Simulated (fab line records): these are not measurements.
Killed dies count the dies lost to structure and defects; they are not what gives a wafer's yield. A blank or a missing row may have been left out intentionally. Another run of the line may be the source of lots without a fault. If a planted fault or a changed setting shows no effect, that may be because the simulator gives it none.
Which of the tools did it? ; flow nand harc ; 33 wafers from 11 lots sampled at 6 of the route's 1159 steps

== WHAT THE GAUGES SHOWED, per wafer ==
NHARC_THIN_TSV_CD_MEAS_33: the cd target is 5000 nm.
lot;measured;on;cd nm (nm)
L451;day 18 21:16;cd sem-03;4997.9 4997.7 4997.9
L452;day 18 22:50;cd sem-03;4998.5 4999.2 5000.8
L453;day 19 09:11;cd sem-01;5000.9 4999.0 5001.3
L454;day 19 11:49;cd sem-02;5001.9 5002.4 5001.5
L455;day 19 10:23;cd sem-01;5001.3 4999.5 4999.4
L460;day 21 03:43;cd sem-01;4998.7 4996.7 4998.6
L461;day 22 06:18;cd sem-01;5000.2 4999.2 4999.0
L466;day 22 07:41;cd sem-02;5003.8 5000.5 5000.5
L467;day 22 20:49;cd sem-01;5000.2 4999.1 4999.3
L470;day 24 00:31;cd sem-03;4999.4 4999.0 4999.0
L473;day 24 15:00;cd sem-03;5002.3 4999.5 5000.7

NHARC_END_WLT_00.
lot;measured;on;VT_DECK1_BOTTOM;VT_DECK1_BOTTOM_INNER;VT_DECK1_MEDIAN_NEAR_BOTTOM;VT_DECK1_MEDIAN_NEAR_BOTTOM_INNER;VT_DECK1_MIDDLE;VT_DECK1_MIDDLE_INNER;VT_DECK1_TOP;VT_DECK1_TOP_INNER
L451;day 19 03:41;prober-01;0.872 0.870 0.878;0.870 0.872 0.874;0.872 0.878 0.882;0.877 0.871 0.876;0.896 0.888 0.884;0.894 0.894 0.883;0.913 0.916 0.909;0.898 0.900 0.904
L452;day 19 03:12;prober-02;0.861 0.861 0.860;0.864 0.860 0.861;0.868 0.860 0.858;0.864 0.868 0.864;0.880 0.873 0.880;0.885 0.879 0.874;0.883 0.893 0.894;0.881 0.880 0.883
L453;day 20 00:55;prober-02;0.867 0.877 0.868;0.868 0.870 0.868;0.874 0.870 0.869;0.866 0.873 0.872;0.880 0.875 0.882;0.877 0.881 0.884;0.895 0.894 0.885;0.897 0.892 0.891
L454;day 19 16:40;prober-02;0.873 0.879 0.872;0.873 0.876 0.882;0.871 0.877 0.880;0.869 0.880 0.875;0.891 0.886 0.884;0.885 0.883 0.877;0.902 0.899 0.898;0.896 0.901 0.906
L455;day 19 19:47;prober-01;0.874 0.875 0.865;0.867 0.869 0.869;0.864 0.878 0.871;0.866 0.870 0.866;0.880 0.885 0.879;0.877 0.880 0.892;0.902 0.901 0.893;0.889 0.902 0.900
L460;day 21 10:24;prober-02;0.978 0.978 0.978 0.984 0.977 0.985;0.977 0.975 0.984 0.980 0.977 0.980;0.980 0.980 0.984 0.987 0.976 0.981;0.988 0.980 0.989 0.977 0.977 0.988;0.998 0.991 0.990 1.002 0.988 0.998;0.999 0.997 0.992 0.996 0.995 0.995;1.003 1.005 1.004 1.009 1.002 1.002;1.008 0.997 1.013 1.008 1.001 1.005
L461;day 22 12:57;prober-01;0.982 0.980 0.981 0.993 0.989 0.985;0.988 0.989 0.985 0.982 0.980 0.993;0.993 0.985 0.984 0.982 0.990 0.983;0.984 0.992 0.987 0.984 0.988 0.985;0.993 1.011 0.989 1.002 1.003 1.003;1.004 1.011 1.009 0.994 1.002 1.002;1.013 1.013 1.015 1.024 1.020 1.011;1.019 1.017 1.018 1.011 1.018 1.007
L466;day 22 13:28;prober-02;0.885 0.880 0.881;0.886 0.882 0.876;0.885 0.876 0.884;0.884 0.882 0.879;0.891 0.891 0.887;0.901 0.898 0.897;0.904 0.906 0.901;0.896 0.904 0.900
L467;day 23 02:44;prober-02;0.864 0.863 0.864;0.868 0.861 0.857;0.873 0.868 0.868;0.873 0.862 0.864;0.878 0.873 0.876;0.881 0.886 0.880;0.887 0.886 0.890;0.878 0.890 0.885
L470;day 24 08:16;prober-02;0.861 0.872 0.866;0.872 0.868 0.869;0.879 0.868 0.866;0.866 0.870 0.875;0.883 0.880 0.884;0.880 0.877 0.878;0.893 0.899 0.887;0.891 0.894 0.897
L473;day 25 00:18;prober-01;0.871 0.863 0.868;0.864 0.869 0.864;0.873 0.868 0.863;0.864 0.870 0.862;0.875 0.890 0.872;0.879 0.873 0.877;0.896 0.891 0.891;0.889 0.893 0.892

NHARC_END_SORT_01.
lot;measured;on;killed at array;killed at other;killed at periphery;killed dies;killed open;killed short
L451;day 19 07:01;prober-01;18 15 15;0 0 2;3 5 3;21 20 20;3 3 2;4 0 3
L452;day 19 06:15;prober-02;30 19 24;2 1 1;1 1 1;33 21 26;4 4 3;2 0 4
L453;day 20 04:15;prober-02;19 23 22;0 0 0;2 3 0;21 26 22;1 3 4;1 1 3
L454;day 19 19:38;prober-02;27 23 17;1 2 1;5 4 7;33 29 25;4 1 6;1 2 2
L455;day 19 23:21;prober-01;25 19 23;2 0 0;1 2 0;28 21 23;4 5 2;1 2 2
L460;day 22 02:41;prober-02;17 21 9;0 1 0;3 1 4;20 23 13;2 4 0;4 3 3
L461;day 23 04:55;prober-01;29 28 37;0 0 0;7 4 4;36 32 41;8 7 6;2 2 1
L466;day 22 17:02;prober-02;42 40 49;0 0 0;3 4 4;45 44 53;1 5 5;1 3 4
L467;day 23 05:43;prober-02;36 30 25;2 1 1;1 1 1;39 32 27;2 2 0;3 3 1
L470;day 24 11:34;prober-02;26 23 34;1 1 1;4 2 3;31 26 38;3 1 7;3 0 3
L473;day 25 03:21;prober-01;33 39 28;1 1 1;3 1 2;37 41 31;5 5 2;4 0 4

== EACH LOT AND THE TOOL THAT RAN IT (in order: tool; ch and the chambers of the sampled wafers; start) ==
lot;NHARC_P_STI_PRECLEAN_32;NHARC_THIN_TSV_DEP_43;NHARC_THIN_TSV_ANNEAL_52
L451;wet bench-01 ch 3,6,7, day 2 10:13;pecvd-02 ch 1,2, day 18 14:31;rtp anneal-01 ch 0, day 18 19:22
L452;wet bench-01 ch 3,4,6, day 2 21:43;pecvd-03 ch 0,1,2, day 18 15:43;rtp anneal-01 ch 0, day 18 20:54
L453;wet bench-02 ch 1,3,4, day 2 21:52;pecvd-02 ch 0,1, day 19 02:29;rtp anneal-02 ch 0, day 19 07:24
L454;wet bench-01 ch 1,3,4, day 3 07:46;pecvd-01 ch 0,2, day 19 04:51;rtp anneal-02 ch 0, day 19 09:58
L455;wet bench-02 ch 0,4,5, day 3 13:47;pecvd-02 ch 0,2, day 19 03:43;rtp anneal-01 ch 0, day 19 08:31
L460;wet bench-01 ch 0,6,7, day 4 17:56;pecvd-02 ch 0,2, day 20 19:59;rtp anneal-02 ch 0, day 21 01:49
L461;wet bench-01 ch 3,4,6, day 5 05:43;pecvd-02 ch 0,1,2, day 21 23:31;rtp anneal-01 ch 0, day 22 04:23
L466;wet bench-02 ch 0,4,7, day 6 05:55;pecvd-01 ch 0,2, day 22 00:47;rtp anneal-01 ch 0, day 22 05:58
L467;wet bench-05 ch 4,6,7, day 6 12:43;pecvd-03 ch 0,1,2, day 22 13:34;rtp anneal-02 ch 0, day 22 18:59
L470;wet bench-02 ch 4,5,6, day 7 10:26;pecvd-01 ch 0,1,2, day 23 08:04;rtp anneal-01 ch 0, day 23 22:43
L473;wet bench-05 ch 1,3,5, day 8 01:48;pecvd-02 ch 0,1,2, day 24 07:05;rtp anneal-02 ch 0, day 24 13:11
- NHARC_P_STI_PRECLEAN_32: cleans in SC1.
- NHARC_THIN_TSV_DEP_43: deposits SiO2, target thk 1328.5 nm.
- NHARC_THIN_TSV_ANNEAL_52: time 90 s.

== WHAT THE TOOLS THEMSELVES READ (means of the sampled wafers that have a number; where no wafer has one, the mark that the record gives instead) ==
NHARC_P_STI_PRECLEAN_32.
lot;tool;temp c (C)
L451;wet bench-01;50.09
L452;wet bench-01;50.12
L453;wet bench-02;49.92
L454;wet bench-01;50.05
L455;wet bench-02;49.99
L460;wet bench-01;50.10
L461;wet bench-01;49.97
L466;wet bench-02;50.00
L467;wet bench-05;50.04
L470;wet bench-02;50.06
L473;wet bench-05;50.02

NHARC_THIN_TSV_DEP_43.
lot;tool;rf fwd power W (W);throttle valve pct (%)
L451;pecvd-02;896.7;16.4
L452;pecvd-03;897.1;16.2
L453;pecvd-02;895.9;16.1
L454;pecvd-01;898.3;16.0
L455;pecvd-02;900.7;16.1
L460;pecvd-02;899.8;16.4
L461;pecvd-02;898.0;16.4
L466;pecvd-01;899.3;16.3
L467;pecvd-03;896.8;16.1
L470;pecvd-01;898.5;16.0
L473;pecvd-02;898.9;16.1

NHARC_THIN_TSV_ANNEAL_52.
lot;tool;wafer_temp_C_max
L451;rtp anneal-01;225.8
L452;rtp anneal-01;226.0
L453;rtp anneal-02;226.4
L454;rtp anneal-02;226.5
L455;rtp anneal-01;225.8
L460;rtp anneal-02;226.6
L461;rtp anneal-01;226.1
L466;rtp anneal-01;225.8
L467;rtp anneal-02;226.9
L470;rtp anneal-01;226.0
L473;rtp anneal-02;226.4

== THE ANSWER, worked out from the rows above alone ==
Rule: usual is defined by the lots themselves. The widest of any qualifying gaps counts: lots, ordered by their means at a reading, are off when they make up no more than a third of the lots, leave a main group of 4 or more, and stand apart from it by 3 or more times the standard deviation of that group's means. If all means in a main group match to the digits the tables above print for the reading, that group is not used. Also off: a lot with no number at a reading for which 4 or more lots have one. The other lots that the step has rows for count as sound. The gauges are gone through in route order, then the tools' own readings, and for those a lot's mean is taken as printed above. The first step at which some lot is off is used, and at that step the reading that is off furthest; a lot without a number counts as furthest.
Off: L460, L461, seen at NHARC_END_WLT_00 (VT_DECK1_MIDDLE). The main group has a mean of 0.882 with a standard deviation of 0.0049.
If a tool, at a process step before that reading, ran all the lots that are off and no sound lot after the first of them, it fits. The gauges at NHARC_END_WLT_00 are tried like those tools. One candidate fits, namely wet bench-01 at NHARC_P_STI_PRECLEAN_32. Its last sound lot is L454 (day 3 07:46), its first lot that is off L460 (day 4 17:56): a fault that began between those two fits.

== WHAT HAD BEEN PUT IN BY THE SIMULATOR ==
Metallic contamination source: wet bench-01, from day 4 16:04 on, at NHARC_P_STI_PRECLEAN_32. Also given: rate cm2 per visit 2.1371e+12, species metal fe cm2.
Lots struck among those shown: L460, L461. The rule above found the same.
